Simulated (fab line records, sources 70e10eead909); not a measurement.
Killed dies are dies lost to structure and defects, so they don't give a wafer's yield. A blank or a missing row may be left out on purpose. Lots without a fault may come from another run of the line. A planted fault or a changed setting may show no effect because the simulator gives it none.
Chamber matching | flow nand_harc | NHARC_A_CHANNEL_FILL_D2_ALD_14 on ald_hk-01: 4 sister chambers
The step deposits SiO2, target thk 2.5 nm, pulse time 10 s, ald cycles 25. 8 wafers are shown with their chamber, then 12 later ones without.

WAFERS WITH THEIR CHAMBER
wafer  | chamber | heater_power_w (W) | precursor_pulse_height_rel
L082.3 | 3       | 458                | 1.028
L087.6 | 1       | 471                | 1.008
L089.3 | 2       | 442                | 1.029
L089.4 | 0       | 465                | 0.989
L089.6 | 1       | 484                | 1.019
L088.1 | 3       | 456                | 1.031
L088.2 | 0       | 478                | 1.005
L088.4 | 2       | 433                | 1.011

WAFERS WITHOUT THEIR CHAMBER
wafer  | heater_power_w (W) | precursor_pulse_height_rel
L091.3 | 438                | 0.991
L091.4 | 460                | 0.994
L091.6 | 465                | 0.990
L090.1 | 432                | 1.006
L090.3 | 459                | 1.000
L090.5 | 467                | 1.005
L094.2 | 416                | 1.007
L094.3 | 441                | 1.012
L094.4 | 468                | 0.973
L097.2 | 457                | 1.008
L097.4 | 472                | 0.989
L097.6 | 447                | 0.992

WHICH CHAMBER EACH WENT THROUGH
wafer  | from the rows above               | in truth
L091.3 | can't be placed: 2 or 0 or 3      | 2
L091.4 | can't be placed: 0 or 1           | 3
L091.6 | can't be placed: 0 or 1           | 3
L090.1 | 2                                 | 2
L090.3 | can't be placed: 0 or 1 or 3 or 2 | 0
L090.5 | can't be placed: 0 or 1 or 3      | 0
L094.2 | 2                                 | 2
L094.3 | can't be placed: 2 or 3           | 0
L094.4 | can't be placed: 0 or 1           | 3
L097.2 | can't be placed: 3 or 0 or 1 or 2 | 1
L097.4 | can't be placed: 0 or 1           | 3
L097.6 | can't be placed: 2 or 0 or 3 or 1 | 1
Placed correctly: 2 of 12. Can't be placed from these rows: 10 (the true chamber is among the candidates in 5). Placed wrongly: 0.
How it was worked out, from the rows above alone: a wafer's distance from a chamber is the root of the sum, over the readings, of the square of ((its reading less the chamber's mean) divided by the reading's scatter). The wafer belongs to the nearest chamber; if the next one is less than 2 further off, it can't be placed. A chamber's mean is the mean of its shown wafers. The scatter: the root of (the sum of the squares of (reading less its chamber's mean) over the shown wafers, divided by (wafers less chambers)).
